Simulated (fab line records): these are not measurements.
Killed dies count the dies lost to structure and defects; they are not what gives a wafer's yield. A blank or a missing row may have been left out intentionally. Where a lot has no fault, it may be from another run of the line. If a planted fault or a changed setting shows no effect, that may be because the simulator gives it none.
Matching of chambers / flow n5 finfet / N5_BEOL_M9_ETCH_65 on rie diel-03: 4 sister chambers
The step etches SiARC in CF4, target depth 15.6 nm, time 26 s. 4 wafers are shown with their chamber, then 7 later ones without.

## WAFERS, EACH WITH ITS CHAMBER
wafer=L088.1; chamber=1; drypump motor current A (A)=6.4
wafer=L088.2; chamber=3; drypump motor current A (A)=4.9
wafer=L089.1; chamber=0; drypump motor current A (A)=6.0
wafer=L089.2; chamber=2; drypump motor current A (A)=5.4

## WAFERS MISSING THEIR CHAMBER
wafer=L089.6; drypump motor current A (A)=6.4
wafer=L086.2; drypump motor current A (A)=5.4
wafer=L086.4; drypump motor current A (A)=6.0
wafer=L086.6; drypump motor current A (A)=6.5
wafer=L092.1; drypump motor current A (A)=6.5
wafer=L092.3; drypump motor current A (A)=4.9
wafer=L092.5; drypump motor current A (A)=5.4

## CHAMBER TAKEN BY EACH
wafer=L089.6; from the rows above=1; in truth=1
wafer=L086.2; from the rows above=2; in truth=2
wafer=L086.4; from the rows above=0; in truth=0
wafer=L086.6; from the rows above=1; in truth=1
wafer=L092.1; from the rows above=1; in truth=1
wafer=L092.3; from the rows above=3; in truth=3
wafer=L092.5; from the rows above=2; in truth=2
Correct placement for 7 of the 7. Can't be placed from these rows: 0. Wrongly placed: 0.
How it was worked out, from the rows above alone: a wafer's distance from a chamber is the root of the sum, over the readings, of the square of ((its reading less the chamber's mean) divided by the reading's scatter). The wafer belongs to the nearest chamber; if the next one is less than 2 further off, it can't be placed. For every chamber, the mean is computed from those of its wafers that are shown. The scatter (one wafer shown for each chamber): square how far every hidden wafer sits from the nearest shown wafer, average those squares and take the square root.
